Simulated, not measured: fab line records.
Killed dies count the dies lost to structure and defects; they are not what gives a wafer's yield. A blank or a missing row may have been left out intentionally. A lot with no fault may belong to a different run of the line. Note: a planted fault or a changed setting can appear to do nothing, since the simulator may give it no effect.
Chamber matching -- flow nand harc -- NHARC_A_WL_FILL_ETCHBACK_26 on rie si-01 has 4 sister chambers
The step etches the open film in HBr, target depth 52 nm, time 13.3 s. 22 wafers are shown with their chamber, then 11 later ones without.

== EACH WAFER AND ITS CHAMBER ==
wafer,chamber,drypump motor current A (A),oes product au (a.u.),throttle valve pct (%)
L075.3,2,5.5,0.984,23.271
L075.4,3,4.9,0.999,23.280
L075.6,2,5.5,1.001,23.266
L076.1,0,5.5,1.003,23.266
L076.5,0,5.4,1.002,23.280
L076.6,3,4.8,1.002,23.256
L077.1,1,5.0,1.003,23.267
L077.5,1,5.0,0.998,23.292
L077.6,2,5.5,1.003,23.259
L078.1,1,5.0,0.990,23.254
L078.2,0,5.5,0.995,23.263
L078.4,2,5.5,0.990,23.277
L084.1,1,5.0,0.990,23.259
L084.2,2,5.5,1.012,23.285
L084.5,0,5.5,1.007,23.255
L085.1,1,5.0,0.994,23.259
L085.4,3,4.9,1.000,23.269
L085.6,3,4.9,1.004,23.268
L087.1,0,5.4,1.004,23.266
L087.3,1,5.0,0.987,23.280
L087.4,3,4.8,1.008,23.263
L092.4,1,5.0,0.995,23.248

SIGNATURES (averages over the wafers above)
reading,chamber 0,chamber 1,chamber 2,chamber 3,scatter within a chamber
drypump motor current A,5.460,5.000,5.500,4.860,0.0365
oes product au,1.00220,0.99386,0.99800,1.00260,0.00666
throttle valve pct,23.26600,23.26557,23.27160,23.26720,0.0117
Rule: for a wafer and a chamber, the distance is found by dividing, reading by reading, the gap between the wafer's reading and the chamber's mean by the reading's scatter, squaring, summing and taking the root. If the next closest chamber is less than 2 further off than the closest, the wafer can't be placed; otherwise it belongs to the closest. The scatter: take each reading less its chamber's mean, square it, sum over the shown wafers, divide by the number of wafers less the number of chambers, and take the root.

== WAFERS WHOSE CHAMBER IS MISSING ==
wafer,drypump motor current A (A),oes product au (a.u.),throttle valve pct (%)
L092.5,5.0,0.990,23.276
L092.6,5.4,0.994,23.261
L091.1,5.5,0.997,23.261
L091.3,4.9,1.012,23.260
L091.4,5.0,0.996,23.268
L096.3,5.5,0.996,23.258
L096.4,5.0,0.990,23.270
L096.6,5.5,1.001,23.268
L097.1,5.5,0.986,23.264
L097.2,5.0,0.988,23.282
L097.4,5.5,0.987,23.274

== EACH ONE'S CHAMBER ==
wafer,from the rows above,in truth
L092.5,1,1
L092.6,can't be placed: 0 or 2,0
L091.1,can't be placed: 2 or 0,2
L091.3,3,3
L091.4,1,1
L096.3,can't be placed: 2 or 0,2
L096.4,1,1
L096.6,can't be placed: 2 or 0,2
L097.1,can't be placed: 2 or 0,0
L097.2,1,1
L097.4,can't be placed: 2 or 0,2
Correctly placed: 5 of 11. Unplaceable from these rows: 6, with the true chamber sitting among the candidates in 6. 0 placed wrongly.
